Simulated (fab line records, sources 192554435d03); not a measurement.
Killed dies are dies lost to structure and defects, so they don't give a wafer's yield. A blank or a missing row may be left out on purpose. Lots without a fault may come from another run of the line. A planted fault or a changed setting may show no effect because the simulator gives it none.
fab line records | flow n5_finfet | part 2 of 2: steps 40 to 41 of 41
record lots=5 wafers=14 last_day=18
route steps=1938 shown MOL_CONTACT_COAG@626 BEOL_M0_SAQP@632 BEOL_M4@1111 PASSIVATION@1936
lots that met no fault: from a run of the same line without faults
start_h: hours from the record's first day to the start of the lot's first wafer shown | wait_h: hours since the lot's step before | " the same as in the row above | L1.1+2: a row that stands for several wafers | - no value, or no start given | * or withheld: withheld | < > ~ a bound
route shown NAME@n: a module of which the file shows steps, and the number in the route of the first | usual: mean/standard deviation of fault-free wafers | same: alike in all rows | chamber/n: place in a boat | sites: the reading at each site | _std_site: their standard deviation | _edge_site: outer sites' mean less inner sites' | radius_mm: how far each site lies from the wafer's centre | mask NAME#n: copy n | behind: the tool/chamber that last shaped the wafer | hold: why the lot was held/for how many hours/how that ended | device: the transistor (n, p or np) that didn't switch | end of line: the same wafers' tests at the end of the route | a step without rows: its recipe alone | killed: dies lost to structure and defects at the first sort, not the wafer's yield | map: a wafer's dies, x killed, . not, _ none there
set.NAME: the setting as run; set.NAME@STEP: as run at that earlier step | model.NAME: the simulator's own value behind a step, which no gauge read
lots at some steps of the route; a table a step, a row a wafer
services: from which hour (start_h, from the record's first day; less than 0 if before it) a tool's chamber was out of use, for how many hours, and why
## steps
# step N5_BEOL_M4_RC_MEAS_101
# usual DIBL_N=36.0/2.5 DIBL_P=36.2/3 IOFF_N=0.16/0.044 IOFF_P=0.21/0.049 ION_N=671/15 ION_P=461/8.7 SS_N=71.5/0.72 SS_P=73.4/0.9 VT_N=251/4.4 VT_P=-250/4
# columns lot.wafer tool chamber start_h wait_h DIBL_N[mV/V] DIBL_P[mV/V] IOFF_N[nA/um] IOFF_P[nA/um] ION_N[uA/um] ION_P[uA/um] SS_N[mV/dec] SS_P[mV/dec] VT_N[mV] VT_P[mV]
L946.1 prober-01 0 180.05 0.0 36.4 36.1 0.16 0.24 668 463 71.9 73.5 251 -245
L946.2 " 0 " " 34.6 33.4 0.13 0.19 667 458 71.3 72.1 254 -247
L946.5 " 0 " " 36.0 35.2 0.15 0.22 665 460 71.6 72.7 250 -245
L951.2 prober-02 0 215.42 0.2 37.3 37.8 0.17 0.23 682 467 71.5 73.6 248 -250
L951.3 " 0 " " 35.3 35.8 0.13 0.19 675 467 71.4 73.0 250 -253
L951.5 " 0 " " 38.8 38.8 0.21 0.24 697 474 72.1 74.2 245 -247
L955.2 prober-01 0 233.52 0.2 31.5 31.0 0.10 0.14 656 452 70.4 72.0 257 -256
L955.3 " 0 " " 36.9 38.6 0.18 0.27 674 467 71.1 73.7 246 -247
L955.5 " 0 " " 35.3 36.5 0.15 0.22 671 458 71.7 73.0 248 -247
L960.2 prober-01 0 276.84 0.2 37.9 39.9 0.19 0.25 694 472 71.8 74.0 245 -248
L960.3 " 0 " " 37.0 38.0 0.18 0.21 679 460 71.5 74.1 246 -252
L960.6 " 0 " " 34.7 34.5 0.12 0.16 667 456 71.2 72.4 253 -253
L969.1 prober-02 0 318.70 0.0 32.3 32.3 0.09 0.13 650 451 69.6 72.7 260 -260
L969.4 " 0 " " 35.3 35.9 0.12 0.18 662 456 71.2 73.4 256 -255
# step N5_PASSIVATION_PROBE_49
# usual defect_limited_yield=91.7/1.4 killed_at_M0_to_M3=31/11 killed_at_M4_up=13/4.6 killed_at_contacts=13/6.7 killed_at_front_end=39/9.6 killed_at_other=3.5/2.8 killed_dies=98/16 killed_open=64/11 killed_short=33/8.5 sort_bin_5_function=4.9/0.96 sort_bin_6_memory=3.1/0.59 sort_n_pass=1080/23 sort_yield_pct=91.5/1.9
# same gross_dies=1180 killed_at_back_side=0 sort_bin_4_leakage[%]=0 sort_bin_8_speed[%]=0
# columns lot.wafer tool chamber start_h wait_h defect_limited_yield[%] killed_at_M0_to_M3 killed_at_M4_up killed_at_contacts killed_at_front_end killed_at_other killed_dies killed_open killed_short sort_bin_5_function[%] sort_bin_6_memory[%] sort_n_pass sort_yield_pct[%]
L946.1 prober-02 - 277.72 0.0 91.6 29 9 35 17 9 99 63 35 4.2 3.8 1081 91.6
L946.2 prober-02 - 277.77 0.1 94.7 9 6 20 22 5 62 39 21 2.5 2.5 1118 94.7
L946.5 prober-02 - 277.92 0.2 90.6 33 10 28 40 0 111 83 27 5.3 3.6 1069 90.6
L951.2 prober-02 - 326.53 0.8 91.2 22 18 10 50 4 104 67 37 4.6 3.7 1076 91.2
L951.3 prober-02 - 326.58 0.9 92.5 29 11 2 46 0 88 53 34 4.2 2.9 1092 92.5
L951.5 prober-02 - 326.68 1.0 93.8 16 23 8 26 0 73 52 20 3.2 2.5 1107 93.8
L955.2 prober-02 - 339.34 0.1 92.3 37 13 10 30 1 91 67 23 4.2 3.4 1089 92.3
L955.3 prober-02 - 339.39 0.1 92.5 34 13 3 33 5 88 58 30 4.8 2.3 1092 92.5
L955.5 prober-02 - 339.49 0.2 89.7 44 16 12 45 4 121 72 48 6.6 3.3 1059 89.7
L960.2 prober-01 - 377.99 0.1 89.9 49 14 26 27 3 119 79 40 5.7 3.8 1061 89.9
L960.3 prober-01 - 378.04 0.1 92.5 33 13 12 26 5 89 60 29 5.2 2.2 1091 92.5
L960.6 prober-01 - 378.19 0.3 93.1 19 10 16 31 5 81 47 34 3.7 2.8 1099 93.1
L969.1 prober-01 - 422.88 0.0 89.5 20 9 23 64 8 124 74 36 5.7 3.5 1056 89.5
L969.4 prober-01 - 423.03 0.2 92.0 25 12 16 39 2 94 62 32 5.1 2.4 1086 92.0
# killed by level:class
L946.1 MOL_CONTACT_COAG:geometric_particle:open=23 MOL_CONTACT_COAG:geometric_particle:short=12 BEOL_M1:geometric_particle:open=12 STI_FIN_REVEAL:geometric_particle:open=4 BEOL_M1:geometric_particle:short=4 BEOL_M3:geometric_particle:open=4 BEOL_M4:geometric_particle:open=4 PAD_METAL:geometric_particle:short=4
L946.2 MOL_CONTACT_COAG:geometric_particle:open=17 FIN_SAQP:geometric_particle:short=8 FIN_SAQP:geometric_particle:open=4 DUMMY_GATE:geometric_particle:open=4 BEOL_M0_SAQP:geometric_particle:open=3 MOL_CONTACT_COAG:geometric_particle:short=3 PASS1_CAP:geometric_particle:short=3 BEOL_M1:geometric_particle:open=2
L946.5 MOL_CONTACT_COAG:geometric_particle:open=26 STI_FIN_REVEAL:geometric_particle:open=10 BEOL_M0_SAQP:geometric_particle:open=9 BEOL_M2:geometric_particle:open=6 FIN_SAQP:geometric_particle:open=5 BEOL_M0_SAQP:geometric_particle:short=5 BEOL_M1:geometric_particle:open=5 STI_FIN_REVEAL:geometric_particle:short=3
L951.2 STI_FIN_REVEAL:geometric_particle:open=18 MOL_CONTACT_COAG:geometric_particle:open=7 FIN_SAQP:geometric_particle:short=6 BEOL_M1:geometric_particle:open=6 FIN_SAQP:geometric_particle:open=4 BEOL_M0_SAQP:geometric_particle:open=4 BEOL_M4:geometric_particle:open=4 STARTING-WAFER:geometric_particle:short=4
L951.3 STI_FIN_REVEAL:geometric_particle:open=19 BEOL_M0_SAQP:geometric_particle:open=6 BEOL_M0:geometric_particle:short=5 STARTING-WAFER:geometric_particle:open=5 FIN_SAQP:geometric_particle:open=4 STI_FIN_REVEAL:geometric_particle:short=4 BEOL_M0_SAQP:geometric_particle:short=4 FIN_SAQP:geometric_particle:short=3
L951.5 BEOL_M4:geometric_particle:open=12 STI_FIN_REVEAL:geometric_particle:open=6 MOL_CONTACT_COAG:geometric_particle:open=6 BEOL_M5:geometric_particle:open=5 FIN_SAQP:geometric_particle:short=4 BEOL_M0:geometric_particle:open=4 STARTING-WAFER:geometric_particle:open=4 ILD0:geometric_particle:short=3
L955.2 BEOL_M0_SAQP:geometric_particle:open=12 FIN_SAQP:geometric_particle:short=9 FIN_SAQP:geometric_particle:open=8 MOL_CONTACT_COAG:geometric_particle:open=8 BEOL_M4:geometric_particle:open=8 BEOL_M1:geometric_particle:open=6 BEOL_M2:geometric_particle:open=6 BEOL_M3:geometric_particle:open=6
L955.3 FIN_SAQP:geometric_particle:short=11 BEOL_M3:geometric_particle:open=11 BEOL_M0_SAQP:geometric_particle:open=10 FIN_SAQP:geometric_particle:open=6 STI_FIN_REVEAL:geometric_particle:open=5 BEOL_M4:geometric_particle:short=4 BEOL_M2:geometric_particle:open=4 BEOL_M1:geometric_particle:open=4
L955.5 FIN_SAQP:geometric_particle:short=17 BEOL_M0_SAQP:geometric_particle:short=12 FIN_SAQP:geometric_particle:open=11 BEOL_M2:geometric_particle:open=11 MOL_CONTACT_COAG:geometric_particle:open=10 BEOL_M0_SAQP:geometric_particle:open=9 BEOL_M4:geometric_particle:open=7 STI_FIN_REVEAL:geometric_particle:open=3
L960.2 MOL_CONTACT_COAG:geometric_particle:open=23 BEOL_M2:geometric_particle:open=16 BEOL_M0_SAQP:geometric_particle:short=13 BEOL_M0_SAQP:geometric_particle:open=10 FIN_SAQP:geometric_particle:short=7 FIN_SAQP:geometric_particle:open=6 DUMMY_GATE:geometric_particle:open=6 BEOL_M2:geometric_particle:short=5
L960.3 BEOL_M2:geometric_particle:open=12 MOL_CONTACT_COAG:geometric_particle:open=10 BEOL_M4:geometric_particle:open=8 FIN_SAQP:geometric_particle:short=5 BEOL_M0_SAQP:geometric_particle:open=5 BEOL_M1:geometric_particle:open=5 STI_FIN_REVEAL:geometric_particle:open=4 FIN_SAQP:geometric_particle:open=3
L960.6 MOL_CONTACT_COAG:geometric_particle:open=11 DUMMY_GATE:geometric_particle:open=6 MOL_CONTACT_COAG:geometric_particle:short=5 BEOL_M3:geometric_particle:short=5 FIN_SAQP:geometric_particle:open=4 FIN_SAQP:geometric_particle:short=4 GATE_CUT:geometric_particle:short=4 STI_FIN_REVEAL:geometric_particle:open=3
L969.1 MOL_CONTACT_COAG:geometric_particle:open=17 HKMG_FIN:area_etch=14 STI_FIN_REVEAL:geometric_particle:open=12 FIN_SAQP:geometric_particle:short=11 FIN_SAQP:geometric_particle:open=8 BEOL_M0_SAQP:geometric_particle:open=7 MOL_CONTACT_COAG:geometric_particle:short=6 DUMMY_GATE:geometric_particle:open=5
L969.4 STI_FIN_REVEAL:geometric_particle:open=15 MOL_CONTACT_COAG:geometric_particle:open=10 FIN_SAQP:geometric_particle:open=6 MOL_CONTACT_COAG:geometric_particle:short=6 BEOL_M3:geometric_particle:open=6 BEOL_M0_SAQP:geometric_particle:open=5 FIN_SAQP:geometric_particle:short=4 STI_FIN_REVEAL:geometric_particle:short=4
## services
# columns tool chamber start_h hours kind
rie_si-04 - 86.33 0.3 repair
rie_diel-06 - 86.87 0.4 repair
pecvd-04 0 101.84 2.1 scheduled_down
pecvd-03 1 109.72 28.8 repair
pecvd-03 0 115.04 14.0 repair
pecvd-03 - 119.02 1.2 repair
pecvd-02 - 130.40 5.5 pm
pecvd-04 1 132.25 2.1 scheduled_down
rie_diel-06 3 133.56 10.2 repair
rie_diel-03 1 146.18 2.5 repair
rie_si-04 - 153.37 1.1 repair
rie_si-04 - 154.56 2.8 pm
pecvd-04 1 156.71 4.8 repair
rie_diel-03 - 159.37 0.7 repair
pecvd-02 - 177.81 12.4 repair
pecvd-03 2 180.79 5.7 repair
rie_diel-04 - 188.17 14.6 pm
rie_si-03 1 212.33 6.2 repair
vapor_etch-02 - 217.62 0.2 repair
pecvd-02 - 218.26 16.8 repair
pecvd-02 - 237.05 4.3 pm
rie_diel-03 - 239.00 15.6 pm
pecvd-03 - 242.55 1.7 repair
pecvd-03 - 247.71 5.3 repair
